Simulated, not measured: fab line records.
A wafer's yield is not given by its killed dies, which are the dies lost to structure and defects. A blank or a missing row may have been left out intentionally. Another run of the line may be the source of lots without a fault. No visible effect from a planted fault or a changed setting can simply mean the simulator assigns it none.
fab line records ; flow nandHarc
[record] lots = 5; wafers = 15; lastDay = 32
route steps=1302 shown A_STAIRCASE@710 END@1302
lots that met no fault: from a run of the same line without faults
startH: hours from the record's opening day to when the first of the lot's shown wafers began ; waitH: hours from the lot's prior step to this one ; " the same as in the row above ; L1.1+2: one row covering several wafers at once ; - no value, or no start was given ; * or withheld: withheld ; < > ~ a bound
route shown NAME@n: a module of which the file shows steps, and the number in the route of the first ; usual: mean/standard deviation taken from wafers without a fault ; same: alike in all rows ; chamber/n: place in a boat ; sites: readings site by site ; _std_site: how widely they spread, as a standard deviation ; _edge_site: inner sites' mean taken away from outer sites' mean ; radiusMm: how far each site lies from the wafer's centre ; mask NAME#n: copy n ; behind: the tool/chamber that last shaped the wafer ; hold: the reason the lot was held/the length of the hold in hours/how it ended ; device: which transistor (n, p or np) failed to switch ; end of line: tests of these same wafers at the route's end ; a step given without rows: its recipe and nothing more ; killed: not the wafer's yield, but the dies lost to structure and defects at the first sort ; map: a wafer's dies, x killed, . not, _ none there
set.NAME: the run value of the setting; set.NAME@STEP: its run value at that earlier step ; model.NAME: the simulator's own value behind a step, which no gauge read
certain route steps with their lots: each step a table, each wafer a row
services: the hour from which a tool's chamber was out of use, counted from the record's first day as startH (under 0 if before that day), plus the number of hours and why
[[steps]]
[step NHARC_A_STAIRCASE_TRIM_196]
[recipe] timeS = 211.2; o2FlowSccm = 500; arFlowSccm = 0; biasW = 0; chemistry = O2
[usual] chamberPressureMTorr = 60.00/0.059; drypumpMotorCurrentA = 5.6/0.46; oesProductAu = 1.001/0.0067; rfVppV = 57.7/0.9; showerheadPlenumPTorr = 3.55/0.15; throttleValvePct = 17.036/0.0084
lot.wafer;tool;chamber;startH;waitH;chamberPressureMTorr;drypumpMotorCurrentA;oesProductAu;rfHoursCounterH;rfVppV;showerheadPlenumPTorr;throttleValvePct
L979.4;rieDiel-08;1;451.07;0.1;60.06;6.0;1.008;26;58.2;3.79;17.038
L979.2;rieDiel-08;2;451.07;0.1;60.03;5.2;1.004;26;56.7;3.36;17.048
L979.3;rieDiel-08;3;451.07;0.1;59.99;5.2;0.998;24;58.3;3.52;17.041
L987.3;rieDiel-08;3;535.11;0.1;59.97;5.2;0.997;50;58.4;3.51;17.033
L987.5;rieDiel-08;2;535.11;0.1;60.11;5.3;1.003;-;56.4;3.35;17.032
L987.6;rieDiel-08;3;535.11;0.1;60.06;5.2;0.986;-;57.8;3.51;17.039
L989.1;rieDiel-04;2;549.37;0.1;59.89;5.6;0.997;2;57.4;3.46;17.043
L989.4;rieDiel-04;3;549.37;0.1;59.96;5.9;1.010;2;58.9;3.78;17.036
L989.6;rieDiel-04;1;549.37;0.1;59.90;4.8;0.991;-;57.0;3.74;17.037
L990.1;rieDiel-09;1;549.96;0.1;59.91;5.6;0.989;16;58.2;3.52;17.048
L990.5;rieDiel-09;0;549.96;0.1;59.99;5.8;0.989;-;56.6;3.39;17.041
L990.6;rieDiel-09;1;549.96;0.1;59.98;5.6;0.995;-;56.9;3.52;17.015
L991.4;rieDiel-08;3;571.86;0.2;60.02;5.2;1.003;-;57.3;3.51;17.052
L991.5;rieDiel-08;0;571.86;0.2;60.01;5.4;0.995;-;58.2;3.33;17.034
L991.6;rieDiel-08;1;571.86;0.2;60.03;6.0;0.998;-;58.6;3.77;17.033
[step NHARC_A_STAIRCASE_ETCH_197]
[recipe] targetDepthA = 1000; timeS = 40.5; ionEnergyEv = 400; c4f8FlowSccm = 20; o2FlowSccm = 10; arFlowSccm = withheld; rfW = 600; biasW = 1000; chemistry = C4F8/O2
[step NHARC_A_STAIRCASE_TRIM_198]
[recipe] timeS = 211.2; o2FlowSccm = 500; arFlowSccm = 0; biasW = 0; chemistry = O2
[step NHARC_A_STAIRCASE_ETCH_199]
[recipe] targetDepthA = 1000; timeS = 40.5; ionEnergyEv = 400; c4f8FlowSccm = 20; o2FlowSccm = 10; arFlowSccm = withheld; rfW = 600; biasW = 1000; chemistry = C4F8/O2
[usual] chamberPressureMTorr = 25.001/0.023; oesProductAu = 0.946/0.011; rfVppV = 897/5.4
lot.wafer;tool;chamber;startH;waitH;chamberPressureMTorr;oesProductAu;rfHoursCounterH;rfVppV
L979.2;rieDiel-08;3;-;-;24.958;0.938;24;896
L979.3;rieDiel-08;0;-;-;25.022;0.932;24;888
L979.4;rieDiel-08;1;-;-;24.979;0.940;26;906
L987.3;rieDiel-08;2;-;-;24.959;0.936;46;889
L987.5;rieDiel-08;2;-;-;25.031;0.942;-;888
L987.6;rieDiel-08;3;-;-;25.034;0.937;-;896
L989.1;rieDiel-04;2;-;-;25.008;0.945;2;894
L989.4;rieDiel-04;0;-;-;24.972;0.947;2;890
L989.6;rieDiel-04;3;-;-;25.016;0.939;-;905
L990.1;rieDiel-09;1;-;-;25.042;0.943;17;895
L990.6;rieDiel-09;2;-;-;24.969;0.951;-;897
L990.5;rieDiel-09;3;-;-;24.987;0.961;-;899
L991.5;rieDiel-08;3;-;-;24.993;0.951;-;896
L991.6;rieDiel-08;0;-;-;24.986;0.941;-;888
L991.4;rieDiel-08;1;-;-;25.047;0.956;-;905
[step NHARC_A_STAIRCASE_TRIM_200]
[recipe] timeS = 211.2; o2FlowSccm = 500; arFlowSccm = 0; biasW = 0; chemistry = O2
[step NHARC_A_STAIRCASE_ETCH_201]
[recipe] targetDepthA = 1000; timeS = 40.5; ionEnergyEv = 400; c4f8FlowSccm = 20; o2FlowSccm = 10; arFlowSccm = withheld; rfW = 600; biasW = 1000; chemistry = C4F8/O2
[step NHARC_A_STAIRCASE_TRIM_202]
[recipe] timeS = 211.2; o2FlowSccm = 500; arFlowSccm = 0; biasW = 0; chemistry = O2
[step NHARC_A_STAIRCASE_ETCH_203]
[recipe] targetDepthA = 1000; timeS = 40.5; ionEnergyEv = 400; c4f8FlowSccm = 20; o2FlowSccm = 10; arFlowSccm = withheld; rfW = 600; biasW = 1000; chemistry = C4F8/O2
[step NHARC_A_STAIRCASE_STRIP_205]
[recipe] powerW = 1500; tempC = 250; chemistry = O2
[step NHARC_A_STAIRCASE_STRIP_206]
[recipe] timeS = 900; tempC = 130; chemistry = SPM
[step NHARC_A_STAIRCASE_PRECLEAN_207]
[recipe] timeS = *; tempC = 50; bathAgeMin = 0; chemistry = SC1
[usual] diwFlowMLMin = 1416/4.3
lot.wafer;tool;chamber;startH;waitH;diwFlowMLMin
L979.4;wetBench-09;4;452.50;-;1418
L979.3;wetBench-09;7;452.50;-;1413
L979.2;wetBench-09;1;452.50;-;1421
L987.5;wetBench-05;5;536.62;-;1413
L987.3;wetBench-05;6;536.62;-;1413
L987.6;wetBench-05;0;536.62;-;1410
L989.4;wetBench-02;7;550.82;-;1415
L989.6;wetBench-02;0;550.82;-;1420
L989.1;wetBench-02;2;550.82;-;1416
L990.5;wetBench-02;1;551.40;-;1414
L990.1;wetBench-02;3;551.40;-;1414
L990.6;wetBench-02;6;551.40;-;1412
L991.5;wetBench-09;5;573.41;-;1417
L991.4;wetBench-09;6;573.41;-;1416
L991.6;wetBench-09;1;573.41;-;1416
[step NHARC_A_STAIRCASE_SRD_208]
[step NHARC_A_STAIRCASE_DEHYDRATE_209]
[recipe] tempC = 150; timeS = 120
[step NHARC_A_STAIRCASE_HMDS_210]
[recipe] timeS = 30
[step NHARC_A_STAIRCASE_COAT_211]
[recipe] spinRpm = 1200
[step NHARC_A_STAIRCASE_SOFTBAKE_212]
[recipe] tempC = 135; timeS = 170
[step NHARC_A_STAIRCASE_EBR_213]
[step NHARC_A_STAIRCASE_EXPOSE_214]
[recipe] na = 0.5; doseMj = 31.26; maskId = STAIR_3
[step NHARC_A_STAIRCASE_PEB_215]
[recipe] pebTempC = 115; pebTimeS = 130
[step NHARC_A_STAIRCASE_DEVELOP_216]
[recipe] timeS = 140
[step NHARC_A_STAIRCASE_HARDBAKE_218]
[recipe] tempC = 120; timeS = 140
[step NHARC_A_STAIRCASE_DESCUM_219]
[recipe] timeS = 3; o2FlowSccm = 200; arFlowSccm = 0; biasPowerW = 0; chemistry = O2
[step NHARC_A_STAIRCASE_TRIM_220]
[recipe] timeS = 211.2; o2FlowSccm = 500; arFlowSccm = 0; biasW = 0; chemistry = O2
[step NHARC_A_STAIRCASE_ETCH_221]
[recipe] targetDepthA = 1000; timeS = 40.5; ionEnergyEv = 400; c4f8FlowSccm = 20; o2FlowSccm = 10; arFlowSccm = withheld; rfW = 600; biasW = 1000; chemistry = C4F8/O2
[step NHARC_A_STAIRCASE_TRIM_222]
[recipe] timeS = 211.2; o2FlowSccm = 500; arFlowSccm = 0; biasW = 0; chemistry = O2
[step NHARC_A_STAIRCASE_ETCH_223]
[recipe] targetDepthA = 1000; timeS = 40.5; ionEnergyEv = 400; c4f8FlowSccm = 20; o2FlowSccm = 10; arFlowSccm = withheld; rfW = 600; biasW = 1000; chemistry = C4F8/O2
[step NHARC_A_STAIRCASE_TRIM_224]
[recipe] timeS = 211.2; o2FlowSccm = 500; arFlowSccm = 0; biasW = 0; chemistry = O2
[step NHARC_A_STAIRCASE_ETCH_225]
[recipe] targetDepthA = 1000; timeS = 40.5; ionEnergyEv = 400; c4f8FlowSccm = 20; o2FlowSccm = 10; arFlowSccm = withheld; rfW = 600; biasW = 1000; chemistry = C4F8/O2
[step NHARC_A_STAIRCASE_TRIM_226]
[recipe] timeS = 211.2; o2FlowSccm = 500; arFlowSccm = 0; biasW = 0; chemistry = O2
[step NHARC_A_STAIRCASE_ETCH_227]
[recipe] targetDepthA = 1000; timeS = 40.5; ionEnergyEv = 400; c4f8FlowSccm = 20; o2FlowSccm = 10; arFlowSccm = withheld; rfW = 600; biasW = 1000; chemistry = C4F8/O2
[step NHARC_A_STAIRCASE_TRIM_229]
[recipe] timeS = 211.2; o2FlowSccm = 500; arFlowSccm = 0; biasW = 0; chemistry = O2
[step NHARC_A_STAIRCASE_ETCH_230]
[recipe] targetDepthA = 1000; timeS = 40.5; ionEnergyEv = 400; c4f8FlowSccm = 20; o2FlowSccm = 10; arFlowSccm = withheld; rfW = 600; biasW = 1000; chemistry = C4F8/O2
[step NHARC_A_STAIRCASE_TRIM_231]
[recipe] timeS = 211.2; o2FlowSccm = 500; arFlowSccm = 0; biasW = 0; chemistry = O2
[step NHARC_A_STAIRCASE_ETCH_232]
[recipe] targetDepthA = 1000; timeS = 40.5; ionEnergyEv = 400; c4f8FlowSccm = 20; o2FlowSccm = 10; arFlowSccm = withheld; rfW = 600; biasW = 1000; chemistry = C4F8/O2
[step NHARC_A_STAIRCASE_TRIM_233]
[recipe] timeS = 211.2; o2FlowSccm = 500; arFlowSccm = 0; biasW = 0; chemistry = O2
[usual] chamberPressureMTorr = 60.00/0.052; drypumpMotorCurrentA = 5.6/0.45; oesProductAu = 1.000/0.0074; rfVppV = 57.9/0.86; showerheadPlenumPTorr = 3.56/0.16; throttleValvePct = 17.037/0.009
lot.wafer;tool;chamber;startH;waitH;chamberPressureMTorr;drypumpMotorCurrentA;oesProductAu;rfHoursCounterH;rfVppV;showerheadPlenumPTorr;throttleValvePct
L979.3;rieDiel-04;1;-;-;59.92;4.9;1.004;26;58.0;3.76;17.031
L979.4;rieDiel-04;2;-;-;60.08;5.5;1.015;28;58.1;3.47;17.031
L979.2;rieDiel-04;3;-;-;60.03;5.9;1.004;28;57.9;3.79;17.034
L987.3;rieDiel-08;2;-;-;60.04;5.3;0.999;47;58.2;3.35;17.029
L987.6;rieDiel-08;3;-;-;60.02;5.2;1.000;-;58.5;3.51;17.038
L987.5;rieDiel-08;0;-;-;60.03;5.4;0.981;-;56.8;3.34;17.040
L989.4;rieDiel-09;2;-;-;59.98;4.9;0.994;19;58.0;3.56;17.035
L989.1;rieDiel-09;0;-;-;60.06;5.8;1.002;18;55.3;3.39;17.041
L989.6;rieDiel-09;2;-;-;60.00;4.9;1.007;-;57.9;3.56;17.036
L990.1;rieDiel-04;2;-;-;60.05;5.6;1.001;3;56.3;3.46;17.036
L990.6;rieDiel-04;3;-;-;60.05;5.9;1.018;-;57.8;3.77;17.050
L990.5;rieDiel-04;0;-;-;59.94;5.7;1.008;-;57.9;3.40;17.034
L991.4;rieDiel-09;3;-;-;60.05;6.5;0.996;24;54.9;3.62;17.036
L991.6;rieDiel-09;0;-;-;60.01;5.8;0.993;-;56.8;3.39;17.035
L991.5;rieDiel-09;1;-;-;60.04;5.6;1.000;-;58.6;3.52;17.033
[step NHARC_A_STAIRCASE_ETCH_234]
[recipe] targetDepthA = 1000; timeS = 40.5; ionEnergyEv = 400; c4f8FlowSccm = 20; o2FlowSccm = 10; arFlowSccm = withheld; rfW = 600; biasW = 1000; chemistry = C4F8/O2
[usual] chamberPressureMTorr = 25.001/0.029; oesProductAu = 0.943/0.0098; rfVppV = 897/5.6
lot.wafer;tool;chamber;startH;waitH;chamberPressureMTorr;oesProductAu;rfHoursCounterH;rfVppV
L979.3;rieDiel-04;3;-;-;24.974;0.950;28;906
L979.2;rieDiel-04;0;-;-;25.006;0.962;26;891
L979.4;rieDiel-04;1;-;-;25.011;0.948;26;904
L987.3;rieDiel-08;1;-;-;25.011;0.942;56;905
L987.6;rieDiel-08;1;-;-;25.014;0.952;-;905
L987.5;rieDiel-08;2;-;-;24.988;0.945;-;890
L989.4;rieDiel-09;1;-;-;24.999;0.957;18;895
L989.1;rieDiel-09;3;-;-;24.964;0.950;19;900
L989.6;rieDiel-09;2;-;-;24.996;0.944;-;896
L990.1;rieDiel-04;2;-;-;24.977;0.950;3;894
L990.5;rieDiel-04;1;-;-;25.018;0.935;-;904
L990.6;rieDiel-04;2;-;-;24.985;0.944;-;895
L991.4;rieDiel-09;0;-;-;24.999;0.947;23;890
L991.5;rieDiel-09;3;-;-;25.038;0.961;-;900
L991.6;rieDiel-09;0;-;-;24.975;0.943;-;891
[step NHARC_A_STAIRCASE_TRIM_235]
[recipe] timeS = 211.2; o2FlowSccm = 500; arFlowSccm = 0; biasW = 0; chemistry = O2
[usual] chamberPressureMTorr = 60.00/0.055; drypumpMotorCurrentA = 5.6/0.44; oesProductAu = 1.000/0.0077; rfVppV = 57.9/0.93; showerheadPlenumPTorr = 3.56/0.16; throttleValvePct = 17.036/0.0094
lot.wafer;tool;chamber;startH;waitH;chamberPressureMTorr;drypumpMotorCurrentA;oesProductAu;rfHoursCounterH;rfVppV;showerheadPlenumPTorr;throttleValvePct
L979.4;rieDiel-04;2;-;-;59.95;5.6;1.009;28;56.9;3.47;17.041
L979.3;rieDiel-04;3;-;-;60.08;5.9;0.991;28;58.6;3.79;17.025
L979.2;rieDiel-04;0;-;-;60.04;5.7;1.011;26;58.3;3.42;17.040
L987.3;rieDiel-08;0;-;-;60.00;5.4;0.989;52;57.8;3.34;17.023
L987.5;rieDiel-08;1;-;-;60.07;6.0;1.000;-;58.2;3.78;17.040
L987.6;rieDiel-08;2;-;-;59.99;5.2;0.997;-;57.7;3.35;17.022
L989.1;rieDiel-09;2;-;-;59.99;4.9;0.999;19;56.1;3.56;17.041
L989.4;rieDiel-09;3;-;-;59.98;6.5;1.005;19;58.0;3.62;17.049
L989.6;rieDiel-09;0;-;-;60.05;5.8;0.995;-;57.6;3.39;17.032
L990.1;rieDiel-04;3;-;-;59.97;5.9;1.007;4;57.8;3.77;17.039
L990.6;rieDiel-04;1;-;-;59.99;4.9;1.003;-;57.7;3.74;17.046
L990.5;rieDiel-04;2;-;-;59.90;5.6;1.008;-;57.0;3.46;17.026
L991.4;rieDiel-09;1;-;-;59.97;5.6;0.986;23;58.3;3.52;17.042
L991.5;rieDiel-09;2;-;-;59.99;4.9;1.002;-;59.4;3.56;17.006
L991.6;rieDiel-09;3;-;-;59.98;6.5;1.002;-;56.0;3.62;17.040
[step NHARC_A_STAIRCASE_ETCH_236]
[recipe] targetDepthA = 1000; timeS = 40.5; ionEnergyEv = 400; c4f8FlowSccm = 20; o2FlowSccm = 10; arFlowSccm = withheld; rfW = 600; biasW = 1000; chemistry = C4F8/O2
[step NHARC_END_SORT_01]
[recipe] tempC = 25
[usual] killedAtArray = 54/23; killedAtOther = 1.2/1.5; killedAtPeriphery = 3.9/2.5; killedDies = 59/23; killedOpen = 3.2/1.7; killedShort = 2.4/1.6
[same] grossDies = 677
lot.wafer;tool;chamber;startH;waitH;killedAtArray;killedAtOther;killedAtPeriphery;killedDies;killedOpen;killedShort
L979.2;prober-02;0;650.27;2.8;75;0;1;76;3;0
L979.3;prober-02;0;651.07;3.1;76;0;2;78;5;4
L979.4;prober-02;0;651.88;3.4;140;1;1;142;4;1
// killed by level:class
L979.2 A_CHANNEL_HOLE_D1:chamberFilmFlake=27 A_SLIT:chamberFilmFlake=24 A_CHANNEL_HOLE_D2:chamberFilmFlake=19 A_CHANNEL_FILL_D1:geometricParticle:open=2 A_CONTACT:chamberFilmFlake=2 P_GATE:geometricParticle:open=1 A_WL_FILL:chamberFilmFlake=1
L979.3 A_CHANNEL_HOLE_D1:chamberFilmFlake=32 A_SLIT:chamberFilmFlake=24 A_CHANNEL_HOLE_D2:chamberFilmFlake=10 A_M0:geometricParticle:open=2 P_M1:geometricParticle:open=1 A_SOURCE_PLATE:geometricParticle:short=1 A_CHANNEL_FILL_D1:geometricParticle:short=1 A_CHANNEL_FILL_D1:geometricParticle:open=1
L979.4 A_STAIRCASE:unspecified=82 A_CHANNEL_HOLE_D1:chamberFilmFlake=30 A_SLIT:chamberFilmFlake=14 A_CHANNEL_HOLE_D2:chamberFilmFlake=9 P_M0:geometricParticle:open=1 A_SOURCE_PLATE:geometricParticle:open=1 A_CHANNEL_FILL_D2:geometricParticle:short=1 A_CONTACT:geometricParticle:open=1
// map L979.4 (x killed, . not)
____________.____________
_________......._________
_______..........._______
______.............______
_____..............._____
____.................____
____x................____
___...................___
___...x...............___
__.....x......x........__
__.....x..x............__
_.....x.x..............._
_x.x.x.x.x.........x...._
_..x.xxx................_
_.....xxx..............._
_..x.xxx................_
...xxxx.x.....x..........
.....xx..................
......x.x................
.....xx..................
................x........
_.....xxxx.x.x.........._
_........xxxx..........._
_.......xxxxx..........._
_......xxxxxx..........._
_......xxxxxxxx........._
__....xxxxxxxx.........__
__....xxxxxxxxx........__
___...xxxxxxx.........___
___...xxxxxxxxx.xx...x___
____..xxxxxxxx...xx..____
____...xxxxxx....x...____
_____...xxxxx...xx.._____
______.....x.x.xxxx______
_______......xxxxx_______
_________....xxx_________
____________x____________
// map L991.6 (x killed, . not)
____________.____________
_________...xxxx_________
_______....xxxxxxx_______
______......xxxxx..______
_____......xxx.x...._____
____.........xxxx..x.____
____........xxxx.....____
___.........xxx.x.....___
___...................___
__..........x..........__
__....x................__
_......x................_
_....x.................._
_....xx................._
_...xx....x............._
_....x.x..............x._
.....x...................
.........................
.........................
.........................
..............x..........
_.............x........._
_................x......_
_.................x....._
_.................xx...._
_..x..............x....._
__..............x...x..__
__.............xx......__
___...............x...___
___................x..___
____.................____
____.................____
_____..............._____
______...x.........______
_______..........._______
_________.....x._________
____________x____________
[[services]]
tool;chamber;startH;hours;kind
wetBench-05;-;436.83;8.0;pm
rieDiel-08;0;450.93;-;clean
rieDiel-08;1;450.93;-;clean
rieDiel-08;2;450.93;-;clean
rieDiel-08;3;450.93;-;clean
rieDiel-08;0;475.43;-;clean
rieDiel-08;1;475.43;-;clean
rieDiel-08;2;475.43;-;clean
rieDiel-08;3;475.43;-;clean
wetBench-05;-;476.32;6.2;repair
rieDiel-09;-;482.29;0.9;repair
rieDiel-09;-;497.53;9.0;pm
rieDiel-08;0;499.93;-;clean
rieDiel-08;1;499.93;-;clean
rieDiel-08;2;499.93;-;clean
rieDiel-08;3;499.93;-;clean
wetBench-05;-;510.16;3.8;repair
rieDiel-08;0;524.56;-;clean
rieDiel-08;1;524.56;-;clean
rieDiel-08;2;524.56;-;clean
rieDiel-08;3;524.56;-;clean
wetBench-09;-;528.80;8.0;pm
rieDiel-04;-;534.07;9.0;pm
wetBench-02;-;553.56;3.3;repair
[[key]]
[firstSign] step = NHARC_END_SORT_01; reading = killedAtArray; direction = up; sigmas = 3.7; usual = 54; struck = 140
[effect] step = NHARC_END_SORT_01; reading = killedDies; direction = up; sigmas = 3.6; usual = 59; struck = 142
[moreKillsBornAt] NHARC_A_STAIRCASE_PRECLEAN_207@wetBench-09 = 82
metAt NHARC_A_STAIRCASE_PRECLEAN_207
struckWafers L979.4
testerLeftOut L979
[fault] kind = chamberParticleSource; tool = wetBench-09; chamber = 4; onsetH = 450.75; steps = NHARC_A_STAIRCASE_PRECLEAN_207; ratePerVisitCm2 = 0.8902; endH = 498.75
// testerLeftOut: of these lots the tester's yield and bins aren't shown, on N5 and GAA mostly nor the transistor test; their killed dies are dies lost to structure and defects alone, not to doping, threshold or leakage, so they don't give the yield
